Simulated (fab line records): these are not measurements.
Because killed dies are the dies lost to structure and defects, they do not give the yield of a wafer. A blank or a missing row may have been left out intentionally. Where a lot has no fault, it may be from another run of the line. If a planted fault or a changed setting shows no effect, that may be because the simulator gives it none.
fab line records -- flow n5-finfet
[record] lots = 7, wafers = 39
route steps=1938 shown BEOL_M4@1070 BEOL_M5@1132
start-h: hours from the record's first day to the start of the lot's first wafer shown -- wait-h: hours elapsed since this lot's preceding step -- " as in the row above -- L1.1+2: a single row standing in for several wafers -- - value missing, or start not given -- * or withheld: withheld -- < > ~ a bound
route shown NAME@n: a module of which the file shows steps, and the number in the route of the first -- usual: the fault-free wafers' mean and standard deviation -- same: alike in all rows -- chamber/n: place in a boat -- sites: readings site by site -- _std_site: the values' standard deviation -- _edge_site: the outer-site mean with the inner-site mean subtracted -- radius-mm: how far each site lies from the wafer's centre -- mask NAME#n: copy n -- behind: the tool/chamber that last shaped the wafer -- hold: why the lot went on hold/how many hours it stayed there/how the hold came to an end -- device: whichever transistor did not switch (one of n, p or np) -- end of line: the same wafers' tests at the end of the route -- where a step has no rows: the recipe by itself -- killed: dies lost to structure and defects at the first sort, not the wafer's yield -- map: shows each die of a wafer: x if killed, . if not, _ if none is there
set.NAME: setting as actually run; set.NAME@STEP: the setting as run at that earlier step -- model.NAME: the simulator's own value behind a step, which no gauge read
lots whose settings were changed on purpose; a table a step, a row a wafer
[[steps]]
[step N5_BEOL_M4_TRENCH_ETCH_37]
[recipe] chemistry = C4F6/O2, target-depth-a = 555.55, target = SiOC, time-s = 29.2, ion-energy-ev = 250, pressure-mtorr = 30, source-w = 355, bias-w = 185, Ar_flow_sccm = 300, C4F6_flow_sccm = 10, O2_flow_sccm = 10
lot.wafer,tool,chamber,start-h,wait-h,set.target-depth-a,model.etch.depth-nm,model.BEOL_M4.feature-depth-nm,model.TiN_of_BEOL_M4_HM_DEP_02.thk-nm
L074.1,rie-diel-02,1,-,-,719.1,70.02,70,17.4
L074.2,rie-diel-02,2,-,-,719.1,72.33,72.4,17.2
L074.3,rie-diel-02,0,-,-,719.1,71.42,71.4,17.4
L074.4,rie-diel-02,3,-,-,555.55,55.33,55.4,17.8
L074.5,rie-diel-02,3,-,-,555.55,55.59,55.6,18
L074.6,rie-diel-02,0,-,-,555.55,54.94,55,18
L075.1,rie-diel-01,3,-,-,555.55,55.19,55.2,17.8
L075.2,rie-diel-01,2,-,-,555.55,55.38,55.4,18
L075.3,rie-diel-01,1,-,-,555.55,56.32,56.4,17.8
L075.4,rie-diel-01,0,-,-,369.6,36.37,36.4,18.4
L075.5,rie-diel-01,0,-,-,369.6,36.46,36.4,18.6
L075.6,rie-diel-01,1,-,-,369.6,37.65,37.6,18.6
L085.1,rie-diel-02,0,-,-,555.55,54.98,55,18
L085.2,rie-diel-02,3,-,-,555.55,55.74,55.8,18
L085.3,rie-diel-02,1,-,-,555.55,54.41,54.4,17.6
L085.4,rie-diel-02,2,-,-,555.55,56.2,56.2,17.8
L085.5,rie-diel-02,1,-,-,555.55,54.29,54.2,17.8
L085.6,rie-diel-02,2,-,-,555.55,56.18,56.2,18
L082.1,rie-diel-01,1,-,-,555.55,55.98,56,17.8
L082.4,rie-diel-01,3,-,-,555.55,54.2,54.2,17.8
L082.5,rie-diel-01,2,-,-,555.55,55.45,55.4,17.6
L088.1,rie-diel-01,1,-,-,555.55,55.9,55.8,17.6
L088.2,rie-diel-01,3,-,-,810.4,79.04,79,17
L088.3,rie-diel-01,0,-,-,555.55,55.29,55.2,17.6
L088.4,rie-diel-01,2,-,-,810.4,79.79,79.8,16.6
L088.5,rie-diel-01,3,-,-,810.4,79.56,79.6,16.6
L088.6,rie-diel-01,2,-,-,555.55,55.03,55,17.8
L091.1,rie-diel-06,3,-,-,299.1,30.84,30.8,19.2
L091.2,rie-diel-06,2,-,-,299.1,30.16,30.2,18.6
L091.3,rie-diel-06,1,-,-,555.55,56.56,56.6,18
L091.4,rie-diel-06,0,-,-,299.1,30.75,30.8,19
L091.5,rie-diel-06,0,-,-,555.55,56.61,56.6,17.6
L091.6,rie-diel-06,1,-,-,555.55,57.17,57.2,18
L095.1,rie-diel-06,1,-,-,401.8,40.94,41,18.4
L095.2,rie-diel-06,0,-,-,555.55,56.46,56.4,17
L095.3,rie-diel-06,2,-,-,401.8,40.57,40.6,18.4
L095.4,rie-diel-06,3,-,-,401.8,41.74,41.8,18.2
L095.5,rie-diel-06,0,-,-,555.55,56.59,56.6,17.8
L095.6,rie-diel-06,1,-,-,555.55,56.72,56.8,17.6
[step N5_BEOL_M4_ETCH_41]
[recipe] chemistry = CH3F/O2, target = SiCN, target-depth-a = 299, taper-deg = 2, time-s = 52.5, ion-energy-ev = 120, mask-material = TiN, pressure-mtorr = 30, source-w = 395, bias-w = 75, Ar_flow_sccm = 150, CH3F_flow_sccm = 30, O2_flow_sccm = 20
[step N5_BEOL_M4_STRIP_97]
[recipe] chemistry = N2/H2, time-s = 10, power-w = 450, temp-c = 40, pressure-mtorr = 20, rf-frequency-hz = 6e+07, bias-power-w = 7, n2-flow-sccm = 200, h2-flow-sccm = 200
[step N5_BEOL_M4_OCD_MEAS_38]
[usual] trench-depth-nm = 55.7/0.94
lot.wafer,tool,chamber,start-h,wait-h,set.target-depth-a@BEOL_M4_TRENCH_ETCH_37,trench-depth-nm
L074.1,ocd-02,-,163.25,-,719.1,69.6
L074.2,ocd-02,-,163.25,-,719.1,72.2
L074.3,ocd-02,-,163.25,-,719.1,71.7
L074.4,ocd-02,-,163.25,-,555.55,54.8
L074.5,ocd-02,-,163.25,-,555.55,55.7
L074.6,ocd-02,-,163.25,-,555.55,54.7
L075.1,ocd-01,-,182.75,-,555.55,55.6
L075.2,ocd-01,-,182.75,-,555.55,55.8
L075.3,ocd-01,-,182.75,-,555.55,56.5
L075.4,ocd-01,-,182.75,-,369.6,36.1
L075.5,ocd-01,-,182.75,-,369.6,36.6
L075.6,ocd-01,-,182.75,-,369.6,37.6
L085.1,ocd-02,-,240.71,-,555.55,55.1
L085.2,ocd-02,-,240.71,-,555.55,55.6
L085.3,ocd-02,-,240.71,-,555.55,54.0
L085.4,ocd-02,-,240.71,-,555.55,56.3
L085.5,ocd-02,-,240.71,-,555.55,54.4
L085.6,ocd-02,-,240.71,-,555.55,56.2
L082.1,ocd-02,-,243.93,-,555.55,56.5
L082.4,ocd-02,-,243.93,-,555.55,54.7
L082.5,ocd-02,-,243.93,-,555.55,55.4
L088.1,ocd-01,-,257.73,-,555.55,55.5
L088.2,ocd-01,-,257.73,-,810.4,79.0
L088.3,ocd-01,-,257.73,-,555.55,55.2
L088.4,ocd-01,-,257.73,-,810.4,79.7
L088.5,ocd-01,-,257.73,-,810.4,79.5
L088.6,ocd-01,-,257.73,-,555.55,55.1
L091.1,ocd-02,-,278.02,-,299.1,31.2
L091.2,ocd-02,-,278.02,-,299.1,30.3
L091.3,ocd-02,-,278.02,-,555.55,56.7
L091.4,ocd-02,-,278.02,-,299.1,31.1
L091.5,ocd-02,-,278.02,-,555.55,56.4
L091.6,ocd-02,-,278.02,-,555.55,57.6
L095.1,ocd-02,-,306.98,-,401.8,40.5
L095.2,ocd-02,-,306.98,-,555.55,56.4
L095.3,ocd-02,-,306.98,-,401.8,40.8
L095.4,ocd-02,-,306.98,-,401.8,42.0
L095.5,ocd-02,-,306.98,-,555.55,56.7
L095.6,ocd-02,-,306.98,-,555.55,56.6
[step N5_BEOL_M4_HM_STRIP_39]
[recipe] chemistry = peroxide-tin-strip, material = TiN, target-depth-a = 250, temp-c = 50, time-s = 158
[step N5_BEOL_M4_SRD_40]
[recipe] time-s = 30, temp-c = 23, rinse-liquid = diw, dry = ipa-marangoni
[step N5_BEOL_M4_ECD_50]
[recipe] material = Cu, target-thk-a = 3000
[step N5_BEOL_M4_ANNEAL_51]
[recipe] temp-c = 225, time-s = 90, ambient = N2
[step N5_BEOL_M4_CMP_52]
[recipe] stop-on = SiOC, t-overpolish-s = 6.8, down-force-psi = 1, platen-rpm = 50, clearing-platen-down-force-psi = 1.5, clearing-platen-rpm = 50, post-cmp-clean = cu-alkaline, target-thk-nm = 40, clearing-platen-pad-velocity-m-s = 0.99484, pad-velocity-m-s = 0.99484
lot.wafer,tool,chamber,start-h,wait-h,set.target-depth-a@BEOL_M4_TRENCH_ETCH_37,model.Cu_of_BEOL_M4_ECD_50.thk-nm
L074.3,cmp-03,0,166.36,0.2,719.1,56
L074.1,cmp-03,1,166.36,0.2,719.1,55.8
L074.4,cmp-03,2,166.36,0.2,555.55,38.2
L074.2,cmp-03,3,166.36,0.2,719.1,57.2
L074.5,cmp-03,0,166.36,0.2,555.55,39.8
L074.6,cmp-03,1,166.36,0.2,555.55,40.2
L075.1,cmp-03,3,186.05,0.3,555.55,40.2
L075.2,cmp-03,0,186.05,0.3,555.55,40.4
L075.4,cmp-03,1,186.05,0.3,369.6,21
L075.3,cmp-03,2,186.05,0.3,555.55,41
L075.6,cmp-03,3,186.05,0.3,369.6,23.2
L075.5,cmp-03,0,186.05,0.3,369.6,21.8
L085.3+5,cmp-03,1,244.33,0.2,555.55,39
L085.1,cmp-03,2,244.33,0.2,555.55,38.6
L085.4,cmp-03,3,244.33,0.2,555.55,41.2
L085.2,cmp-03,0,244.33,0.2,555.55,40.6
L085.6,cmp-03,2,244.33,0.2,555.55,40.2
L082.1,cmp-03,3,247.57,0.3,555.55,39
L082.4,cmp-03,0,247.57,0.3,555.55,37.8
L082.5,cmp-03,2,247.57,0.3,555.55,38.4
L088.3,cmp-03,1,261.63,0.2,555.55,38.8
L088.2,cmp-03,2,261.63,0.2,810.4,61.2
L088.1,cmp-03,3,261.63,0.2,555.55,39.2
L088.4,cmp-03,0,261.63,0.2,810.4,63.2
L088.6,cmp-03,1,261.63,0.2,555.55,37.6
L088.5,cmp-03,2,261.63,0.2,810.4,60.4
L091.1,cmp-02,3,283.49,0.7,299.1,13.8
L091.4,cmp-02,0,283.49,0.7,299.1,15.2
L091.2,cmp-02,1,283.49,0.7,299.1,16.4
L091.3,cmp-02,2,283.49,0.7,555.55,41.6
L091.6,cmp-02,3,283.49,0.7,555.55,40.4
L091.5,cmp-02,0,283.49,0.7,555.55,42.4
L095.4,cmp-03,3,310.65,0.1,401.8,25.2
L095.3,cmp-03,0,310.65,0.1,401.8,25.8
L095.2,cmp-03,1,310.65,0.1,555.55,39.8
L095.1,cmp-03,2,310.65,0.1,401.8,23.8
L095.6,cmp-03,3,310.65,0.1,555.55,40.8
L095.5,cmp-03,0,310.65,0.1,555.55,41.4
[step N5_BEOL_M4_THK_MEAS_53]
[recipe] thk-meas-gauge = xrf, reads = Cu_of_BEOL_M4_ECD_50
[usual] M4_THK = 40.0/1.7
lot.wafer,tool,chamber,start-h,wait-h,set.target-depth-a@BEOL_M4_TRENCH_ETCH_37,M4_THK[nm]
L074.1,film-metro-01,-,166.65,-,719.1,55.8
L074.2,film-metro-01,-,166.65,-,719.1,57.2
L074.3,film-metro-01,-,166.65,-,719.1,56.1
L074.4,film-metro-01,-,166.65,-,555.55,38.1
L074.5,film-metro-01,-,166.65,-,555.55,39.8
L074.6,film-metro-01,-,166.65,-,555.55,40.1
L075.1,film-metro-02,-,186.34,-,555.55,40.0
L075.2,film-metro-02,-,186.34,-,555.55,40.4
L075.3,film-metro-02,-,186.34,-,555.55,40.7
L075.4,film-metro-02,-,186.34,-,369.6,20.9
L075.5,film-metro-02,-,186.34,-,369.6,21.5
L075.6,film-metro-02,-,186.34,-,369.6,23.1
L085.1,film-metro-02,-,244.63,-,555.55,38.6
L085.2,film-metro-02,-,244.63,-,555.55,40.7
L085.3,film-metro-02,-,244.63,-,555.55,38.9
L085.4,film-metro-02,-,244.63,-,555.55,41.4
L085.5,film-metro-02,-,244.63,-,555.55,39.3
L085.6,film-metro-02,-,244.63,-,555.55,40.2
L082.1,film-metro-01,-,247.79,-,555.55,39.1
L082.4,film-metro-01,-,247.79,-,555.55,37.8
L082.5,film-metro-01,-,247.79,-,555.55,38.7
L088.1,film-metro-02,-,261.93,-,555.55,39.0
L088.2,film-metro-02,-,261.93,-,810.4,61.1
L088.3,film-metro-02,-,261.93,-,555.55,38.6
L088.4,film-metro-02,-,261.93,-,810.4,63.2
L088.5,film-metro-02,-,261.93,-,810.4,60.3
L088.6,film-metro-02,-,261.93,-,555.55,37.7
L091.1,film-metro-02,-,283.79,-,299.1,13.6
L091.2,film-metro-02,-,283.79,-,299.1,16.2
L091.3,film-metro-02,-,283.79,-,555.55,41.1
L091.4,film-metro-02,-,283.79,-,299.1,15.0
L091.5,film-metro-02,-,283.79,-,555.55,41.8
L091.6,film-metro-02,-,283.79,-,555.55,39.9
L095.1,film-metro-01,-,310.95,-,401.8,23.7
L095.2,film-metro-01,-,310.95,-,555.55,39.8
L095.3,film-metro-01,-,310.95,-,401.8,25.8
L095.4,film-metro-01,-,310.95,-,401.8,25.1
L095.5,film-metro-01,-,310.95,-,555.55,41.4
L095.6,film-metro-01,-,310.95,-,555.55,40.6
[step N5_BEOL_M5_ETCH_62]
[recipe] chemistry = N2/H2, target = SOC, target-depth-a = 750, overetch-a = 150, mask-material = SiARC, temp-c = 40, time-s = 112.5, ion-energy-ev = 200, pressure-mtorr = 30, source-w = 840, bias-w = 150, n2-flow-sccm = 200, h2-flow-sccm = 200
lot.wafer,tool,chamber,start-h,wait-h,set.target-depth-a,model.SiARC_of_BEOL_M5_COAT_60.thk-nm,model.BEOL_M5.cd-nm
L074.1,rie-diel-04,1,170.51,0.0,750,6.6,28.4
L074.2+6,rie-diel-04,0,170.51,0.0,750,7,28.4
L074.3,rie-diel-04,3,170.51,0.0,750,6.8,28
L074.4,rie-diel-04,2,170.51,0.0,750,7,28.2
L074.5,rie-diel-04,3,170.51,0.0,750,6.6,28
L075.1+4,rie-diel-03,"1,0",189.76,0.0,305.9,9.4,26.8
L075.2+3,rie-diel-03,"3,2",189.76,0.0,750,6.8,28
L075.5,rie-diel-03,2,189.76,0.0,305.9,9.4,26.6
L075.6,rie-diel-03,3,189.76,0.0,750,6.8,28.2
L085.1+6,rie-diel-03,"0,3",247.97,0.0,750,6.8,28
L085.2,rie-diel-03,3,247.97,0.0,750,6.6,28.2
L085.3+4,rie-diel-03,"1,2",247.97,0.0,750,6.8,27.8
L085.5,rie-diel-03,2,247.97,0.0,750,6.8,28.2
L082.1,rie-diel-04,3,250.99,0.0,750,6.8,27.8
L082.4,rie-diel-04,2,250.99,0.0,750,7,28.2
L082.5,rie-diel-04,3,250.99,0.0,750,6.6,27.8
L088.1,rie-diel-04,1,266.25,0.0,484.4,8.2,27.6
L088.2+4,rie-diel-04,0,266.25,0.0,484.4,8.4,27.6
L088.3,rie-diel-04,3,266.25,0.0,750,6.8,28.4
L088.5,rie-diel-04,1,266.25,0.0,750,6.6,28.4
L088.6,rie-diel-04,3,266.25,0.0,750,6.6,28.2
L091.1,rie-diel-03,0,287.55,0.0,750,6.8,28.4
L091.2,rie-diel-03,3,287.55,0.0,750,6.8,27.8
L091.3,rie-diel-03,2,287.55,0.0,750,6.8,28
L091.4,rie-diel-03,1,287.55,0.0,455.3,8.6,27
L091.5,rie-diel-03,3,287.55,0.0,455.3,8.4,27.2
L091.6,rie-diel-03,0,287.55,0.0,455.3,8.6,27.4
L095.1,rie-diel-04,1,315.52,0.0,534.9,8,27.8
L095.2,rie-diel-04,0,315.52,0.0,750,6.8,28.4
L095.3,rie-diel-04,2,315.52,0.0,534.9,8,27.6
L095.4,rie-diel-04,3,315.52,0.0,750,6.6,28.2
L095.5,rie-diel-04,0,315.52,0.0,534.9,8.2,27.6
L095.6,rie-diel-04,1,315.52,0.0,750,6.8,28.2
[step N5_BEOL_M5_STRIP_63]
[recipe] chemistry = N2/H2, temp-c = 40, n2-flow-sccm = 200, h2-flow-sccm = 200, rf-frequency-hz = 6e+07
[step N5_BEOL_M5_STRIP_73]
[recipe] chemistry = N2/H2, temp-c = 40, n2-flow-sccm = 200, h2-flow-sccm = 200, rf-frequency-hz = 6e+07
[step N5_BEOL_M5_STRIP_85]
[recipe] chemistry = C4F6/O2, resist = SiARC, rf-frequency-hz = 6e+07
[step N5_BEOL_M5_STRIP_36]
[recipe] chemistry = N2/H2, power-w = 450, temp-c = 40, pressure-mtorr = 20, rf-frequency-hz = 6e+07, overash-fraction = 0.3, bias-power-w = 7, h2-frac = 0.5, n2-flow-sccm = 200, h2-flow-sccm = 200
[step N5_BEOL_M5_TRENCH_ETCH_37]
[recipe] chemistry = C4F6/O2, target-depth-a = 716.52, target = SiCOH_lowk, time-s = 24.7, ion-energy-ev = 250, pressure-mtorr = 30, source-w = 345, bias-w = 185, Ar_flow_sccm = 300, C4F6_flow_sccm = 10, O2_flow_sccm = 10
lot.wafer,tool,chamber,start-h,wait-h,set.target-depth-a@BEOL_M5_ETCH_62,model.BEOL_M5.cd-nm
L074.1+2,rie-diel-04,"0,2",-,-,750,28.4
L074.3+4+5,rie-diel-04,"3,1,3",-,-,750,28.2
L074.6,rie-diel-04,2,-,-,750,28.6
L075.1,rie-diel-05,1,-,-,305.9,27
L075.2+3,rie-diel-05,"2,3",-,-,750,28
L075.4+5,rie-diel-05,"0,1",-,-,305.9,26.8
L075.6,rie-diel-05,2,-,-,750,28.2
L085.1,rie-diel-05,1,-,-,750,28.2
L085.2+6,rie-diel-05,"2,0",-,-,750,28
L085.3,rie-diel-05,0,-,-,750,27.6
L085.4,rie-diel-05,3,-,-,750,27.8
L085.5,rie-diel-05,3,-,-,750,28.4
L082.1+5,rie-diel-04,"2,3",-,-,750,28
L082.4,rie-diel-04,0,-,-,750,28.4
L088.1,rie-diel-04,3,-,-,484.4,27.6
L088.2+4,rie-diel-04,0,-,-,484.4,27.4
L088.3+5+6,rie-diel-04,"1,3,1",-,-,750,28.4
L091.1,rie-diel-05,3,-,-,750,28.4
L091.2,rie-diel-05,0,-,-,750,27.8
L091.3,rie-diel-05,1,-,-,750,28
L091.4,rie-diel-05,2,-,-,455.3,27
L091.5+6,rie-diel-05,"3,0",-,-,455.3,27.2
L095.1,rie-diel-04,1,-,-,534.9,27.8
L095.2+6,rie-diel-04,"3,1",-,-,750,28.4
L095.3,rie-diel-04,0,-,-,534.9,27.4
L095.4,rie-diel-04,2,-,-,750,28.2
L095.5,rie-diel-04,2,-,-,534.9,27.6
[[key]]
[split] step = N5_BEOL_M4_TRENCH_ETCH_37, setting = target-depth-a, stated = 555.55, by = wafer
[response] step = N5_BEOL_M4_TRENCH_ETCH_37, reading = model.etch.depth-nm, change = +0.55, per = 1%, r = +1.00
[response] step = N5_BEOL_M4_TRENCH_ETCH_37, reading = model.BEOL_M4.feature-depth-nm, change = +0.55, per = 1%, r = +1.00
[response] step = N5_BEOL_M4_TRENCH_ETCH_37, reading = model.TiN_of_BEOL_M4_HM_DEP_02.thk-nm, change = -0.0223, per = 1%, r = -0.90
[response] step = N5_BEOL_M4_OCD_MEAS_38, reading = trench-depth-nm, change = +0.552, per = 1%, r = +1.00
[response] step = N5_BEOL_M4_CMP_52, reading = model.Cu_of_BEOL_M4_ECD_50.thk-nm, change = +0.548, per = 1%, r = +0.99
[response] step = N5_BEOL_M4_THK_MEAS_53, reading = M4_THK, change = +0.546, per = 1%, r = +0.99
[split] step = N5_BEOL_M5_ETCH_62, setting = target-depth-a, stated = 750, by = wafer
[response] step = N5_BEOL_M5_ETCH_62, reading = model.SiARC_of_BEOL_M5_COAT_60.thk-nm, change = -0.0448, per = 1%, r = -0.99
[response] step = N5_BEOL_M5_ETCH_62, reading = model.BEOL_M5.cd-nm, change = +0.0219, per = 1%, r = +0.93
[response] step = N5_BEOL_M5_TRENCH_ETCH_37, reading = model.BEOL_M5.cd-nm, change = +0.0227, per = 1%, r = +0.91
